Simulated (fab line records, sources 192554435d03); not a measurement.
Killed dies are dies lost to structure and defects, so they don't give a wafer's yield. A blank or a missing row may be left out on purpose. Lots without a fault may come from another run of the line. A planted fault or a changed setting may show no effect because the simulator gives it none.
Which tool did it? | flow n5_finfet | 17 lots, 51 wafers sampled, at 6 steps of a route of 1938

WHAT THE GAUGES READ, wafer by wafer
The record holds no reading of a measuring or inspecting step that can be judged against a usual standard deviation.

WHICH TOOL RAN EACH LOT (tool, then ch and the chambers of the sampled wafers, then the start)
lot  | N5_PMOS_HMC_CHANNEL_EPI_HM_OPEN_15 | N5_PMOS_HMC_CHANNEL_EPI_STRIP_33  | N5_FIN_SAQP_SPACER1_ETCHBACK_25   | N5_FIN_SAQP_ETCH_69               | N5_FIN_SAQP_MANDREL2_REMOVE_60  | N5_FIN_SAQP_ETCH_34
L074 | rie_diel-02 ch 1,2, day 1 18:26    | rie_diel-02 ch 1,2, day 1 18:30   | rie_diel-04 ch 0,2, day 2 00:13   | rie_diel-05 ch 1,2, day 2 01:08   | rie_si-03 ch 0,1,3, day 2 01:53 | rie_diel-04 ch 1,3, day 2 02:07
L076 | rie_diel-06 ch 0,1, day 2 05:34    | rie_diel-06 ch 0,1, day 2 05:37   | rie_diel-01 ch 0,3, day 2 12:27   | rie_diel-01 ch 0,1,2, day 2 13:35 | rie_si-06 ch 0,3, day 2 14:19   | rie_diel-05 ch 1,2, day 2 14:33
L077 | rie_diel-06 ch 0,2,3, day 2 11:16  | rie_diel-06 ch 0,2,3, day 2 11:19 | rie_diel-05 ch 0,1,2, day 2 17:52 | rie_diel-04 ch 0,3, day 2 18:47   | rie_si-06 ch 1,2,3, day 2 19:49 | rie_diel-05 ch 0,2,3, day 2 20:22
L079 | rie_diel-06 ch 0,1, day 3 01:02    | rie_diel-06 ch 0,1, day 3 01:06   | rie_diel-05 ch 1,2,3, day 3 07:25 | rie_diel-05 ch 0,2,3, day 3 08:19 | rie_si-06 ch 1,2,3, day 3 09:02 | rie_diel-04 ch 1,2,3, day 3 09:16
L082 | rie_diel-06 ch 0,2, day 3 17:47    | rie_diel-06 ch 0,2, day 3 17:52   | rie_diel-05 ch 1,2,3, day 3 23:58 | rie_diel-01 ch 0,1,3, day 4 00:54 | rie_si-01 ch 0,1,2, day 4 01:37 | rie_diel-04 ch 0,1,2, day 4 01:51
L083 | rie_diel-02 ch 0,1, day 3 23:34    | rie_diel-02 ch 0,1, day 3 23:38   | rie_diel-01 ch 0,2,3, day 4 05:50 | rie_diel-04 ch 1,2, day 4 06:57   | rie_si-01 ch 0,2,3, day 4 07:40 | rie_diel-05 ch 0,1,2, day 4 07:54
L084 | rie_diel-03 ch 1,2,3, day 4 05:29  | rie_diel-03 ch 1,2,3, day 4 05:33 | rie_diel-01 ch 0,2, day 4 12:14   | rie_diel-05 ch 0,1,2, day 4 13:35 | rie_si-06 ch 1,2,3, day 4 14:19 | rie_diel-04 ch 0,2,3, day 4 14:33
L086 | rie_diel-02 ch 0,1,2, day 4 17:50  | rie_diel-02 ch 0,1,2, day 4 17:54 | rie_diel-04 ch 0,2,3, day 5 00:25 | rie_diel-04 ch 0,2,3, day 5 01:47 | rie_si-06 ch 0,1,2, day 5 04:26 | rie_diel-01 ch 0,1,2, day 5 04:45
L087 | rie_diel-02 ch 0,1,2, day 5 00:35  | rie_diel-02 ch 0,1,2, day 5 00:38 | rie_diel-04 ch 0,1,3, day 5 08:20 | rie_diel-05 ch 0,1,3, day 5 09:37 | rie_si-03 ch 0,2,3, day 5 10:33 | rie_diel-01 ch 0,1,2, day 5 10:47
L088 | rie_diel-02 ch 1,2, day 5 05:37    | rie_diel-02 ch 1,2, day 5 05:41   | rie_diel-01 ch 0,1,3, day 5 12:00 | rie_diel-04 ch 0,3, day 5 12:55   | rie_si-01 ch 1,2,3, day 5 13:38 | rie_diel-05 ch 0,1, day 5 13:52
L089 | rie_diel-06 ch 0,1,2, day 5 11:37  | rie_diel-06 ch 0,1,2, day 5 11:41 | rie_diel-04 ch 1,2,3, day 5 17:37 | rie_diel-01 ch 0,1,3, day 5 18:40 | rie_si-01 ch 1,2, day 5 19:23   | rie_diel-01 ch 0,1,2, day 5 19:37
L090 | rie_diel-02 ch 0,2, day 5 18:23    | rie_diel-02 ch 0,2, day 5 18:26   | rie_diel-05 ch 0,1,3, day 6 00:26 | rie_diel-05 ch 0,1,2, day 6 01:22 | rie_si-06 ch 0,1,3, day 6 02:08 | rie_diel-01 ch 1,3, day 6 02:28
L092 | rie_diel-03 ch 1,2, day 6 05:39    | rie_diel-03 ch 1,2, day 6 05:43   | rie_diel-05 ch 1,2,3, day 6 11:51 | rie_diel-05 ch 0,1,3, day 6 12:46 | rie_si-03 ch 1,2,3, day 6 13:38 | rie_diel-05 ch 1,3, day 6 14:07
L093 | rie_diel-06 ch 0,3, day 6 11:35    | rie_diel-06 ch 0,3, day 6 11:38   | rie_diel-05 ch 1,3, day 6 17:55   | rie_diel-04 ch 0,1,3, day 6 18:50 | rie_si-03 ch 0,2, day 6 19:32   | rie_diel-01 ch 0,2, day 6 19:48
L094 | rie_diel-03 ch 1,3, day 6 18:11    | rie_diel-03 ch 1,3, day 6 18:14   | rie_diel-04 ch 1,2, day 7 00:27   | rie_diel-05 ch 0,2,3, day 7 01:26 | rie_si-01 ch 1,2, day 7 02:10   | rie_diel-05 ch 2,3, day 7 02:36
L096 | rie_diel-02 ch 2,3, day 7 05:29    | rie_diel-02 ch 2,3, day 7 05:32   | rie_diel-01 ch 1,2, day 7 12:10   | rie_diel-05 ch 0,1, day 7 13:05   | rie_si-01 ch 0,2, day 7 13:49   | rie_diel-01 ch 1,2,3, day 7 14:05
L097 | rie_diel-06 ch 1,2,3, day 7 11:37  | rie_diel-06 ch 1,2,3, day 7 11:40 | rie_diel-01 ch 0,1,2, day 7 17:58 | rie_diel-01 ch 0,1,3, day 7 18:55 | rie_si-01 ch 0,3, day 7 19:38   | rie_diel-01 ch 2,3, day 7 19:52
- N5_PMOS_HMC_CHANNEL_EPI_HM_OPEN_15: chemistry CHF3/O2, target SiO2, target depth 40.6 nm, time 20.3 s.
- N5_PMOS_HMC_CHANNEL_EPI_STRIP_33: strips in N2/H2.
- N5_FIN_SAQP_SPACER1_ETCHBACK_25: etches SiO2 in CHF3/O2, target depth 24.4 nm, time 12.2 s.
- N5_FIN_SAQP_ETCH_69: etches SOC in N2/H2, stops on SiNx, target depth 150 nm.
- N5_FIN_SAQP_MANDREL2_REMOVE_60: chemistry HBr/Cl2/O2, target a-Si, stops on SiNx, bt time 10 s.
- N5_FIN_SAQP_ETCH_34: etches SiO2 in C4F6/O2, target depth 45 nm, time 15 s.

WHAT THE TOOLS THEMSELVES READ (means of the sampled wafers that have a number; where no wafer has one, the mark that the record gives instead)
N5_PMOS_HMC_CHANNEL_EPI_HM_OPEN_15. Usual: chamber_pressure_mTorr 30.00 mTorr, standard deviation 0.031; drypump_motor_current_A 5.9 A, standard deviation 0.46; oes_product_au 0.78 a.u., standard deviation 0.09; rf_vpp_V 531 V, standard deviation 17; showerhead_plenum_p_Torr 2.42 Torr, standard deviation 0.065; throttle_valve_pct 18.91 %, standard deviation 0.23.
lot  | tool        | chamber_pressure_mTorr (mTorr) | drypump_motor_current_A (A) | oes_product_au (a.u.) | rf_vpp_V (V) | showerhead_plenum_p_Torr (Torr) | throttle_valve_pct (%) | flag
L074 | rie_diel-02 | 30.01                          | 6.4                         | 0.82                  | 555          | 2.42                            | 18.76                  |
L076 | rie_diel-06 | 30.02                          | 5.6                         | 0.78                  | 525          | 2.41                            | 19.01                  |
L077 | rie_diel-06 | 29.95                          | 5.6                         | 0.79                  | 530          | 2.39                            | 19.02                  |
L079 | rie_diel-06 | 30.02                          | 5.7                         | 0.78                  | 525          | 2.41                            | 19.02                  |
L082 | rie_diel-06 | 30.00                          | 5.9                         | 0.85                  | 526          | 2.44                            | 19.06                  |
L083 | rie_diel-02 | 30.01                          | 6.4                         | 0.75                  | 535          | 2.49                            | 18.65                  |
L084 | rie_diel-03 | 30.00                          | 6.0                         | 0.71                  | 530          | 2.43                            | 19.11                  |
L086 | rie_diel-02 | 30.03                          | 6.3                         | 0.75                  | 540          | 2.44                            | 18.85                  |
L087 | rie_diel-02 | 30.00                          | 6.3                         | 0.74                  | 540          | 2.44                            | 18.85                  |
L088 | rie_diel-02 | 30.01                          | 6.3                         | 0.74                  | 546          | 2.40                            | 19.04                  |
L089 | rie_diel-06 | 30.00                          | 5.6                         | 0.78                  | 531          | 2.41                            | 19.06                  |
L090 | rie_diel-02 | 30.01                          | 6.2                         | 0.70                  | 524          | 2.46                            | 18.90                  |
L092 | rie_diel-03 | 29.97                          | 6.0                         | 0.73                  | 523          | 2.37                            | 19.17                  |
L093 | rie_diel-06 | 29.97                          | 5.8                         | 0.88                  | 523          | 2.49                            | 18.93                  |
L094 | rie_diel-03 | 30.01                          | 5.7                         | 0.71                  | 525          | 2.43                            | 19.13                  |
L096 | rie_diel-02 | 29.99                          | 5.8                         | 0.74                  | 526          | 2.37                            | 19.07                  |
L097 | rie_diel-06 | 29.99                          | 5.4                         | 0.88                  | 538          | 2.44                            | 18.81                  |

N5_PMOS_HMC_CHANNEL_EPI_STRIP_33. Usual: bias_power_w 8.003 W, standard deviation 0.024; chamber_pressure_mTorr 49.99 mTorr, standard deviation 0.095; drypump_motor_current_A 5.9 A, standard deviation 0.46; oes_product_au 0.78 a.u., standard deviation 0.086; power_w 500.0 W, standard deviation 1.5; rf_vpp_V 54.4 V, standard deviation 1.7; showerhead_plenum_p_Torr 3.38 Torr, standard deviation 0.085; throttle_valve_pct 18.9 %, standard deviation 0.53.
lot  | tool        | bias_power_w (W) | chamber_pressure_mTorr (mTorr) | drypump_motor_current_A (A) | oes_product_au (a.u.) | power_w (W) | rf_vpp_V (V) | showerhead_plenum_p_Torr (Torr) | throttle_valve_pct (%) | flag
L074 | rie_diel-02 | 8.011            | 50.04                          | 6.4                         | 0.82                  | 499.8       | 56.0         | 3.40                            | 19.2                   |
L076 | rie_diel-06 | 8.000            | 50.02                          | 5.7                         | 0.77                  | 500.0       | 53.7         | 3.37                            | 19.1                   |
L077 | rie_diel-06 | 8.002            | 49.91                          | 5.6                         | 0.80                  | 498.3       | 53.7         | 3.33                            | 18.8                   |
L079 | rie_diel-06 | 7.985            | 50.01                          | 5.7                         | 0.77                  | 500.9       | 54.0         | 3.37                            | 19.1                   |
L082 | rie_diel-06 | 8.001            | 49.97                          | 5.8                         | 0.86                  | 500.5       | 55.1         | 3.42                            | 19.0                   |
L083 | rie_diel-02 | 8.006            | 49.95                          | 6.4                         | 0.76                  | 499.3       | 55.6         | 3.43                            | 18.5                   |
L084 | rie_diel-03 | 8.015            | 49.93                          | 6.0                         | 0.72                  | 498.8       | 52.9         | 3.36                            | 18.7                   |
L086 | rie_diel-02 | 7.992            | 50.05                          | 6.3                         | 0.75                  | 498.6       | 55.5         | 3.40                            | 19.1                   |
L087 | rie_diel-02 | 8.004            | 49.97                          | 6.3                         | 0.75                  | 501.5       | 50.6         | 3.40                            | 19.1                   |
L088 | rie_diel-02 | 7.994            | 49.99                          | 6.3                         | 0.74                  | 499.4       | 53.9         | 3.37                            | 19.7                   |
L089 | rie_diel-06 | 7.987            | 49.94                          | 5.7                         | 0.78                  | 501.0       | 55.9         | 3.38                            | 19.1                   |
L090 | rie_diel-02 | 7.985            | 49.96                          | 6.2                         | 0.71                  | 501.3       | 56.0         | 3.41                            | 19.0                   |
L092 | rie_diel-03 | 7.982            | 50.04                          | 6.0                         | 0.74                  | 500.1       | 52.9         | 3.26                            | 18.5                   |
L093 | rie_diel-06 | 8.008            | 49.96                          | 5.8                         | 0.88                  | 498.5       | 55.0         | 3.46                            | 18.7                   |
L094 | rie_diel-03 | 8.014            | 50.01                          | 5.7                         | 0.73                  | 500.1       | 53.2         | 3.37                            | 18.9                   |
L096 | rie_diel-02 | 8.004            | 49.95                          | 5.8                         | 0.75                  | 501.8       | 54.6         | 3.33                            | 19.6                   |
L097 | rie_diel-06 | 7.999            | 49.95                          | 5.5                         | 0.89                  | 499.2       | 53.4         | 3.41                            | 18.8                   |

N5_FIN_SAQP_SPACER1_ETCHBACK_25. Usual: chamber_pressure_mTorr 30.00 mTorr, standard deviation 0.032; drypump_motor_current_A 5.5 A, standard deviation 0.38; oes_product_au 0.77 a.u., standard deviation 0.082; rf_vpp_V 532 V, standard deviation 20; showerhead_plenum_p_Torr 2.40 Torr, standard deviation 0.089; throttle_valve_pct 18.93 %, standard deviation 0.21.
lot  | tool        | chamber_pressure_mTorr (mTorr) | drypump_motor_current_A (A) | oes_product_au (a.u.) | rf_vpp_V (V) | showerhead_plenum_p_Torr (Torr) | throttle_valve_pct (%) | flag
L074 | rie_diel-04 | 30.00                          | 5.9                         | 0.71                  | 544          | 2.51                            | 19.11                  |
L076 | rie_diel-01 | 29.96                          | 5.9                         | 0.73                  | 564          | 2.46                            | 18.97                  |
L077 | rie_diel-05 | 30.00                          | 5.4                         | 0.82                  | 518          | 2.30                            | 18.92                  |
L079 | rie_diel-05 | 30.01                          | 5.4                         | 0.81                  | 518          | 2.36                            | 18.90                  |
L082 | rie_diel-05 | 29.99                          | 5.4                         | 0.80                  | 517          | 2.36                            | 18.91                  |
L083 | rie_diel-01 | 29.98                          | 5.8                         | 0.88                  | 561          | 2.44                            | 18.76                  |
L084 | rie_diel-01 | 29.97                          | 5.6                         | 0.93                  | 558          | 2.43                            | 18.71                  |
L086 | rie_diel-04 | 30.01                          | 5.6                         | 0.70                  | 537          | 2.49                            | 19.05                  |
L087 | rie_diel-04 | 29.97                          | 5.5                         | 0.69                  | 522          | 2.43                            | 18.99                  |
L088 | rie_diel-01 | 30.00                          | 5.7                         | 0.82                  | 547          | 2.42                            | 18.83                  |
L089 | rie_diel-04 | 29.99                          | 5.4                         | 0.70                  | 529          | 2.43                            | 19.08                  |
L090 | rie_diel-05 | 30.01                          | 5.2                         | 0.76                  | 516          | 2.37                            | 18.85                  |
L092 | rie_diel-05 | 30.01                          | 5.4                         | 0.78                  | 518          | 2.35                            | 18.94                  |
L093 | rie_diel-05 | 29.98                          | 5.2                         | 0.75                  | 517          | 2.43                            | 18.82                  |
L094 | rie_diel-04 | 30.01                          | 5.7                         | 0.69                  | 542          | 2.44                            | 19.27                  |
L096 | rie_diel-01 | 30.00                          | 5.3                         | 0.82                  | 540          | 2.43                            | 18.87                  |
L097 | rie_diel-01 | 30.01                          | 5.5                         | 0.84                  | 545          | 2.40                            | 18.80                  |

N5_FIN_SAQP_ETCH_69. Usual: chamber_pressure_mTorr 29.999 mTorr, standard deviation 0.026; drypump_motor_current_A 5.5 A, standard deviation 0.39; oes_product_au 0.76 a.u., standard deviation 0.074; rf_vpp_V 240.5 V, standard deviation 1.5; showerhead_plenum_p_Torr 2.52 Torr, standard deviation 0.093; throttle_valve_pct 17.84 %, standard deviation 0.25.
lot  | tool        | chamber_pressure_mTorr (mTorr) | drypump_motor_current_A (A) | oes_product_au (a.u.) | rf_vpp_V (V) | showerhead_plenum_p_Torr (Torr) | throttle_valve_pct (%) | flag
L074 | rie_diel-05 | 29.985                         | 5.6                         | 0.85                  | 240.2        | 2.45                            | 17.77                  |
L076 | rie_diel-01 | 30.012                         | 5.5                         | 0.79                  | 241.0        | 2.54                            | 17.75                  |
L077 | rie_diel-04 | 29.983                         | 5.7                         | 0.70                  | 241.9        | 2.63                            | 17.79                  |
L079 | rie_diel-05 | 29.996                         | 5.2                         | 0.75                  | 240.2        | 2.48                            | 17.97                  |
L082 | rie_diel-01 | 30.018                         | 5.7                         | 0.82                  | 240.2        | 2.56                            | 17.73                  |
L083 | rie_diel-04 | 30.005                         | 5.6                         | 0.70                  | 239.0        | 2.49                            | 17.97                  |
L084 | rie_diel-05 | 29.992                         | 5.4                         | 0.78                  | 239.0        | 2.44                            | 17.95                  |
L086 | rie_diel-04 | 30.009                         | 5.6                         | 0.69                  | 241.6        | 2.61                            | 17.87                  |
L087 | rie_diel-05 | 30.010                         | 5.2                         | 0.75                  | 240.2        | 2.52                            | 17.75                  |
L088 | rie_diel-04 | 29.998                         | 5.7                         | 0.67                  | 240.8        | 2.62                            | 17.83                  |
L089 | rie_diel-01 | 30.000                         | 5.7                         | 0.80                  | 242.1        | 2.56                            | 17.76                  |
L090 | rie_diel-05 | 30.007                         | 5.4                         | 0.77                  | 239.6        | 2.43                            | 17.97                  |
L092 | rie_diel-05 | 30.001                         | 5.2                         | 0.74                  | 240.0        | 2.51                            | 17.78                  |
L093 | rie_diel-04 | 30.020                         | 5.5                         | 0.68                  | 241.4        | 2.55                            | 17.91                  |
L094 | rie_diel-05 | 30.027                         | 5.2                         | 0.73                  | 240.0        | 2.47                            | 18.03                  |
L096 | rie_diel-05 | 29.995                         | 5.4                         | 0.77                  | 239.5        | 2.47                            | 17.74                  |
L097 | rie_diel-01 | 29.995                         | 5.7                         | 0.79                  | 240.5        | 2.55                            | 17.79                  |

N5_FIN_SAQP_MANDREL2_REMOVE_60. Usual: HBr_flow_sccm 150.1 sccm, standard deviation 0.45; chamber_pressure_mTorr 10.000 mTorr, standard deviation 0.0095; drypump_motor_current_A 5.6 A, standard deviation 0.54; oes_product_au 0.999 a.u., standard deviation 0.019; throttle_valve_pct 36.9 %, standard deviation 0.35.
lot  | tool      | HBr_flow_sccm (sccm) | chamber_pressure_mTorr (mTorr) | drypump_motor_current_A (A) | oes_product_au (a.u.) | throttle_valve_pct (%) | flag
L074 | rie_si-03 | 150.0                | 9.992                          | 5.5                         | 0.993                 | 37.2                   |
L076 | rie_si-06 | 150.4                | 9.987                          | 5.5                         | 0.998                 | 36.7                   |
L077 | rie_si-06 | 149.8                | 9.996                          | 5.5                         | 1.012                 | 36.7                   |
L079 | rie_si-06 | 150.4                | 10.002                         | 5.5                         | 1.004                 | 36.7                   |
L082 | rie_si-01 | 149.9                | 9.994                          | 5.9                         | 1.007                 | 36.6                   |
L083 | rie_si-01 | 150.1                | 10.001                         | 5.7                         | 1.001                 | 36.7                   |
L084 | rie_si-06 | 150.1                | 10.010                         | 5.5                         | 0.999                 | 36.7                   |
L086 | rie_si-06 | 150.1                | 9.998                          | 5.5                         | 1.014                 | 37.0                   |
L087 | rie_si-03 | 149.8                | 10.000                         | 5.7                         | 1.012                 | 36.9                   |
L088 | rie_si-01 | 150.1                | 10.000                         | 6.0                         | 1.006                 | 36.7                   |
L089 | rie_si-01 | 150.2                | 9.987                          | 5.8                         | 1.016                 | 36.5                   |
L090 | rie_si-06 | 149.8                | 9.988                          | 5.6                         | 0.991                 | 36.8                   |
L092 | rie_si-03 | 150.1                | 9.998                          | 5.6                         | 0.982                 | 37.1                   |
L093 | rie_si-03 | 150.2                | 10.006                         | 5.2                         | 1.014                 | 36.9                   |
L094 | rie_si-01 | 150.1                | 10.003                         | 6.2                         | 1.000                 | 36.5                   |
L096 | rie_si-01 | 149.6                | 9.998                          | 5.6                         | 1.005                 | 36.6                   |
L097 | rie_si-01 | 150.3                | 10.005                         | 5.8                         | 0.994                 | 36.8                   |

N5_FIN_SAQP_ETCH_34. Usual: chamber_pressure_mTorr 30.001 mTorr, standard deviation 0.028; drypump_motor_current_A 5.5 A, standard deviation 0.38; etch_rf_on_time_s 15.0 s, standard deviation 0.33; oes_product_au 0.66 a.u., standard deviation 0.068; rf_vpp_V 679 V, standard deviation 27; showerhead_plenum_p_Torr 2.85 Torr, standard deviation 0.095; throttle_valve_pct 21.09 %, standard deviation 0.2.
lot  | tool        | chamber_pressure_mTorr (mTorr) | drypump_motor_current_A (A) | etch_rf_on_time_s (s) | oes_product_au (a.u.) | rf_vpp_V (V) | showerhead_plenum_p_Torr (Torr) | throttle_valve_pct (%) | flag
L074 | rie_diel-04 | 30.010                         | 5.4                         | 15.2                  | 0.61                  | 655          | 2.80                            | 21.10                  |
L076 | rie_diel-05 | 29.967                         | 5.6                         | 15.2                  | 0.73                  | 663          | 2.75                            | 21.02                  |
L077 | rie_diel-05 | 29.999                         | 5.2                         | 14.5                  | 0.66                  | 653          | 2.76                            | 21.13                  |
L079 | rie_diel-04 | 30.017                         | 5.5                         | 15.2                  | 0.61                  | 672          | 2.88                            | 21.22                  |
L082 | rie_diel-04 | 30.036                         | 5.7                         | 15.2                  | 0.60                  | 682          | 2.89                            | 21.33                  |
L083 | rie_diel-05 | 29.991                         | 5.4                         | 15.0                  | 0.68                  | 658          | 2.72                            | 21.11                  |
L084 | rie_diel-04 | 30.014                         | 5.6                         | 15.2                  | 0.60                  | 681          | 2.95                            | 21.24                  |
L086 | rie_diel-01 | 29.978                         | 5.5                         | 14.9                  | 0.75                  | 692          | 2.85                            | 20.94                  |
L087 | rie_diel-01 | 30.004                         | 5.5                         | 14.8                  | 0.75                  | 692          | 2.85                            | 20.96                  |
L088 | rie_diel-05 | 29.982                         | 5.1                         | 14.8                  | 0.65                  | 656          | 2.73                            | 21.00                  |
L089 | rie_diel-01 | 30.032                         | 5.5                         | 14.8                  | 0.75                  | 692          | 2.85                            | 20.95                  |
L090 | rie_diel-01 | 30.005                         | 5.4                         | 15.2                  | 0.64                  | 676          | 2.87                            | 21.11                  |
L092 | rie_diel-05 | 29.988                         | 5.2                         | 14.9                  | 0.64                  | 657          | 2.87                            | 20.95                  |
L093 | rie_diel-01 | 29.993                         | 5.6                         | 14.8                  | 0.76                  | 708          | 2.86                            | 20.92                  |
L094 | rie_diel-05 | 29.996                         | 5.2                         | 14.6                  | 0.63                  | 653          | 2.82                            | 21.15                  |
L096 | rie_diel-01 | 29.985                         | 5.5                         | 15.0                  | 0.66                  | 690          | 2.89                            | 21.08                  |
L097 | rie_diel-01 | 29.975                         | 5.8                         | 15.0                  | 0.65                  | 710          | 2.92                            | 21.09                  |

THE ANSWER, worked out from the rows above alone
Rule: a lot is off if the mean of its wafers that have a number lies more than 3 standard deviations from the usual mean. A lot without any number at a reading at which 4 lots or more have one is off too. The other lots that the step has rows for count as sound. The gauges are gone through in route order, then the tools' own readings, and for those a lot's mean is taken as printed above. The first step at which some lot is off is used, and at that step the reading that is off furthest; a lot without a number counts as furthest.
No lot is off at any reading shown: from this, nothing can be told.

WHAT THE SIMULATOR HAD PUT IN
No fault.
